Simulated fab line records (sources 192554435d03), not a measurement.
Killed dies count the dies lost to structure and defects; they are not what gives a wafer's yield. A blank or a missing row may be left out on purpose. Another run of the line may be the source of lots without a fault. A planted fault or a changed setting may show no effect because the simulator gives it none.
fab line records | flow n5Finfet
record lots=4 | wafers=12 | lastDay=19
route steps=1938 shown BEOL_M9@1401
lots that met no fault: from a run of the same line without faults
startH: hours from the record's opening day to when the first of the lot's shown wafers began | waitH: time in hours since the lot's previous step | " repeats the value in the row above | L1.1+2: several wafers, shown together as one row | - either no value or no given start | * or withheld: withheld | < > ~ a bound
route shown NAME@n: NAME is a module with steps in the file, n the number in the route of the first one | usual: the fault-free wafers' mean and standard deviation | same: alike in all rows | chamber/n: place in a boat | sites: readings site by site | _std_site: the values' standard deviation | _edge_site: mean of outer sites minus mean of inner sites | radiusMm: for every site, how far away it sits from the centre of the wafer | mask NAME#n: copy n | behind: the most recent tool/chamber to have shaped the wafer | hold: why the lot was held/for how many hours/how that ended | device: transistor that didn't switch, given as n, p or np | end of line: tests run on the same wafers once the route is complete | step lacking rows: just its recipe | killed: count of dies lost to structure and defects at first sort (not the wafer's yield) | map: per-die view of a wafer (x killed, . not killed, _ where there is no die)
set.NAME: the run value of the setting; set.NAME@STEP: its run value at that earlier step | model.NAME: the simulator's own value behind a step, which no gauge read
certain route steps with their lots: each step a table, each wafer a row
services: from which hour (startH, from the record's first day; less than 0 if before it) a tool's chamber was out of use, for how many hours, and why
## steps
# step N5_BEOL_M9_ILD_DEP_00
# recipe material=SiCOH_lowk | targetThkA=3085.1 | tempC=300 | precursor=DEMS/porogen | pressureTorr=5 | rfW=500 | timeS=58
# step N5_BEOL_M9_CURE_71
# recipe tempC=385 | timeS=240 | ambient=He/Ar | material=SiCOH_lowk
# step N5_BEOL_M9_PECVD_70
# recipe material=SiO2 | targetThkA=200 | tempC=400 | precursor=TEOS/O2 | pressureTorr=5.5 | rfW=450 | teosFlowSccm=53.8 | gas=O2 | flowSccm=3000 | timeS=22.7
# step N5_BEOL_M9_HM_DEP_02
# recipe material=TiN | targetThkA=200 | tempC=25 | chamberPressurePa=0.49996
# step N5_BEOL_M9_COAT_59
# recipe resist=SOC | tempC=250 | timeS=60 | spinRpm=1500 | resistThkNm=100
# step N5_BEOL_M9_COAT_60
# recipe resist=SiARC | tempC=220 | timeS=60 | spinRpm=1500 | resistThkNm=30
# step N5_BEOL_M9_COAT_05
# recipe resist=CAR-ArF | spinRpm=1500 | resistThkNm=90
# step N5_BEOL_M9_EBR_07
# recipe solvent=PGMEA | ebrWidthMm=1.5
# step N5_BEOL_M9_SOFTBAKE_06
# recipe tempC=110 | timeS=60 | resist=CAR-ArF
# step N5_BEOL_M9_EXPOSE_08
# recipe maskId=M9 | na=1.35 | sourceShape=dipole | sigmaInner=0.411 | sigmaOuter=0.611 | polarization=te | doseMj=53.75
# usual exposureDoseMJCm2=53.71/0.054
# same sigmaOuter=0.611
lot.wafer | tool           | chamber | startH | waitH | mask | exposureDoseMJCm2
L653.3    | arfiScanner-02 | 0       | 283.72 | -     | M9#0 | 53.75
L653.4    | "              | 0       | "      | "     | M9#0 | 53.63
L653.6    | "              | 0       | "      | "     | M9#0 | 53.74
L655.4    | arfiScanner-02 | 0       | 291.33 | -     | M9#0 | 52.33
L655.5    | "              | 0       | "      | "     | M9#0 | 52.26
L655.6    | "              | 0       | "      | "     | M9#0 | 52.21
L660.1    | arfiScanner-02 | 0       | 331.51 | -     | M9#0 | 52.40
L660.2    | "              | 0       | "      | "     | M9#0 | 52.55
L660.4    | "              | 0       | "      | "     | M9#0 | 52.57
L668.2    | arfiScanner-03 | 0       | 395.05 | -     | M9#0 | 53.76
L668.5    | "              | 0       | "      | "     | M9#0 | 53.72
L668.6    | "              | 0       | "      | "     | M9#0 | 53.72
# step N5_BEOL_M9_PEB_09
# recipe pebTempC=withheld | pebTimeS=60 | resist=CAR-ArF
# step N5_BEOL_M9_DEVELOP_10
# recipe developTimeS=30 | developer=TMAH | resist=CAR-ArF | rinseLiquid=diw | dry=airSpin | devTempC=23
# step N5_BEOL_M9_DESCUM_16
# recipe chemistry=O2 | timeS=7.9 | sourcePowerW=50 | biasPowerW=20 | pressureMtorr=20 | rfFrequencyHz=2.712e+07 | tempC=40 | resist=CAR-ArF | o2FlowSccm=225
# step N5_BEOL_M9_ETCH_61
# recipe chemistry=CF4 | target=SiARC | targetDepthA=390 | maskMaterial=CAR-ArF | timeS=65 | ionEnergyEv=80 | pressureMtorr=40 | sourceW=545 | biasW=36 | Ar_flow_sccm=100 | cf4FlowSccm=100 | ends=cleared
# usual drypumpMotorCurrentA=5.8/0.5 | etchRfOnTimeS=65.2/1.8 | oesProductAu=0.65/0.064 | rfFwdPowerW=538.5/2.3 | rfVppV=183.8/1.1 | showerheadPlenumPTorr=2.13/0.063 | throttleValvePct=15.69/0.28
lot.wafer | tool       | chamber | startH | waitH | drypumpMotorCurrentA | etchRfOnTimeS | oesProductAu | rfFwdPowerW | rfHoursCounterH | rfVppV | showerheadPlenumPTorr | throttleValvePct | model.BEOL_M9.cdOffsetNm
L653.3    | rieDiel-03 | 3       | 284.05 | 0.0   | 6.4                  | 63.2          | 0.70         | 535.2       | 94              | 182.6  | 2.07                  | 15.50            | -0.4
L653.4    | "          | 0       | "      | "     | 5.0                  | 65.6          | 0.60         | 541.8       | 186             | 182.3  | 2.13                  | 15.94            | -0.6
L653.6    | "          | 0       | "      | "     | 5.0                  | 66.0          | 0.60         | 542.8       | -               | 183.1  | 2.13                  | 15.94            | -0.8
L655.4    | rieDiel-01 | 2       | 291.59 | 0.0   | 5.7                  | 65.8          | 0.63         | 541.4       | -               | 183.3  | 2.21                  | 15.82            | -0.2
L655.5    | "          | 0       | "      | "     | 6.1                  | 65.6          | 0.74         | 539.1       | -               | 182.6  | 2.09                  | 15.16            | -0.4
L655.6    | "          | 1       | "      | "     | 6.3                  | 65.5          | 0.58         | 542.7       | -               | 182.8  | 2.04                  | 15.93            | 0
L660.1    | rieDiel-01 | 2       | 331.87 | 0.0   | 5.7                  | 66.7          | 0.62         | 538.9       | 212             | 183.3  | 2.20                  | 15.85            | -1.6
L660.2    | "          | 0       | "      | "     | 6.1                  | 66.4          | 0.72         | 539.5       | 45              | 183.1  | 2.09                  | 15.20            | -0.2
L660.4    | "          | 1       | "      | "     | 6.2                  | 66.2          | 0.58         | 540.2       | 236             | 182.3  | 2.04                  | 15.94            | -1
L668.2    | rieDiel-01 | 0       | 395.71 | 0.0   | 6.1                  | 66.4          | 0.70         | 538.0       | 60              | 183.4  | 2.08                  | 15.23            | -0.2
L668.5    | "          | 2       | "      | "     | 5.7                  | 65.4          | 0.61         | 539.8       | -               | 184.7  | 2.19                  | 15.92            | 0
L668.6    | "          | 0       | "      | "     | 6.1                  | 66.2          | 0.70         | 538.4       | -               | 181.9  | 2.08                  | 15.23            | -0.6
# step N5_BEOL_M9_ETCH_62
# recipe chemistry=N2/H2 | target=SOC | targetDepthA=1100 | overetchA=220 | maskMaterial=SiARC | tempC=40 | timeS=165 | ionEnergyEv=200 | pressureMtorr=30 | sourceW=840 | biasW=150 | n2FlowSccm=200 | h2FlowSccm=200
# step N5_BEOL_M9_STRIP_68
# recipe chemistry=N2/H2 | tempC=40 | n2FlowSccm=200 | h2FlowSccm=200 | rfFrequencyHz=6e+07
# step N5_BEOL_M9_STRIP_67
# recipe chemistry=CF4 | resist=SiARC | powerW=300 | biasPowerW=75 | pressureMtorr=50 | cf4FlowSccm=150 | rfFrequencyHz=6e+07
# step N5_BEOL_M9_HM_OPEN_17
# recipe chemistry=Cl2/BCl3 | targetDepthA=200 | overetchA=60 | target=TiN | maskMaterial=SOC | ionEnergyEv=150 | pressureMtorr=10 | icpW=1000 | biasW=126 | Cl2_flow_sccm=53.25 | bcl3FlowSccm=21.75 | Ar_flow_sccm=25
# usual drypumpMotorCurrentA=5.7/0.35 | oesProductAu=0.67/0.12 | rfFwdPowerW=992/3.6 | throttleValvePct=22.25/0.13
lot.wafer | tool        | chamber | startH | waitH | drypumpMotorCurrentA | oesProductAu | rfFwdPowerW | rfHoursCounterH | throttleValvePct | model.BEOL_M9.cdOffsetNm
L653.3    | rieMetal-01 | 1       | 284.31 | 0.1   | 5.7                  | 0.55         | 989         | -               | 22.14            | -0.4
L653.4    | "           | 0       | "      | "     | 5.6                  | 0.80         | 988         | -               | 22.23            | -1
L653.6    | "           | 1       | "      | "     | 5.7                  | 0.56         | 993         | -               | 22.13            | -0.8
L655.4    | rieMetal-01 | 0       | 291.83 | 0.1   | 5.6                  | 0.80         | 990         | -               | 22.22            | -0.2
L655.5    | "           | 1       | "      | "     | 5.7                  | 0.55         | 991         | -               | 22.16            | -0.4
L655.6    | "           | 0       | "      | "     | 5.6                  | 0.80         | 986         | -               | 22.24            | -0.2
L660.1    | rieMetal-02 | 1       | 332.12 | 0.0   | 5.2                  | 0.56         | 992         | 95              | 22.44            | -1.6
L660.2    | "           | 0       | "      | "     | 5.7                  | 0.84         | 990         | 2               | 22.32            | -0.4
L660.4    | "           | 0       | "      | "     | 5.6                  | 0.83         | 986         | -               | 22.34            | -1.2
L668.2    | rieMetal-03 | 0       | 395.94 | 0.0   | 6.4                  | 0.57         | 991         | 86              | 22.26            | -0.4
L668.5    | "           | 1       | "      | "     | 6.0                  | 0.62         | 1000        | -               | 22.12            | -0.2
L668.6    | "           | 0       | "      | "     | 6.4                  | 0.57         | 994         | -               | 22.27            | -0.6
# step N5_BEOL_M9_STRIP_19
# recipe chemistry=O2 | powerW=400 | tempC=40 | pressureMtorr=30 | rfFrequencyHz=6e+07 | biasPowerW=0 | overashFraction=0.2 | o2FlowSccm=225
## services
tool           | chamber | startH | hours | kind
rieMetal-02    | 1       | 264.88 | 4.3   | repair
arfiScanner-02 | -       | 265.26 | 0.4   | repair
rieMetal-02    | -       | 274.27 | 0.4   | repair
arfiScanner-03 | -       | 280.58 | 0.8   | pm
arfiScanner-02 | -       | 282.30 | 0.8   | pm
rieDiel-01     | 3       | 288.09 | 4.2   | repair
arfiScanner-02 | 0       | 297.77 | -     | calibration
rieMetal-01    | 1       | 308.57 | -     | clean
rieMetal-01    | 1       | 308.57 | 18.6  | scheduledDown
arfiScanner-03 | -       | 314.04 | 1.0   | pm
arfiScanner-03 | -       | 318.75 | 0.7   | repair
arfiScanner-03 | -       | 330.22 | 1.3   | pm
arfiScanner-02 | -       | 365.92 | 1.0   | pm
arfiScanner-02 | -       | 368.53 | 1.3   | pm
arfiScanner-03 | -       | 368.68 | 1.4   | repair
rieDiel-01     | 0       | 369.92 | 15.6  | repair
rieDiel-01     | 1       | 385.57 | -     | clean
rieDiel-01     | 1       | 385.57 | -     | consumableReplace:focusRing
rieDiel-01     | 1       | 385.57 | -     | consumableReplace:showerhead
rieDiel-01     | 1       | 385.57 | 23.5  | scheduledDown
rieDiel-01     | 1       | 385.57 | 23.5  | ventCycle
arfiScanner-03 | -       | 387.28 | 3.1   | pm
rieDiel-01     | 3       | 388.99 | 2.6   | repair
arfiScanner-02 | -       | 393.91 | 1.0   | pm
## key
firstSign step=N5_BEOL_M9_EXPOSE_08 | reading=exposureDoseMJCm2 | direction=down | sigmas=24 | usual=53.71 | struck=52.39
effect none on later readings
modelEffect step=N5_BEOL_M9_ETCH_61 | value=BEOL_M9.cdOffsetNm | without=0.7 | struck=-0.5667
modelEffect step=N5_BEOL_M9_HM_OPEN_17 | value=BEOL_M9.cdOffsetNm | without=0.6333 | struck=-0.6667
metAt N5_BEOL_M9_EXPOSE_08
struckWafers L655.4,L655.5,L655.6,L660.1,L660.2,L660.4
loopTrim step=N5_BEOL_M9_EXPOSE_08 | setting=dose | lots=L660
onsetBetween 283.72 291.33
fault kind=processParameterDrift | tool=arfiScanner-02 | chamber=- | onsetH=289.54 | steps=N5_BEOL_M9_EXPOSE_08 | channel=doseMj | offset=-1.4645 | shape=step | actsIn=theseRecipesOnly | stated=53.75
# loopTrim: a control loop set the setting to another value than it would have without faults
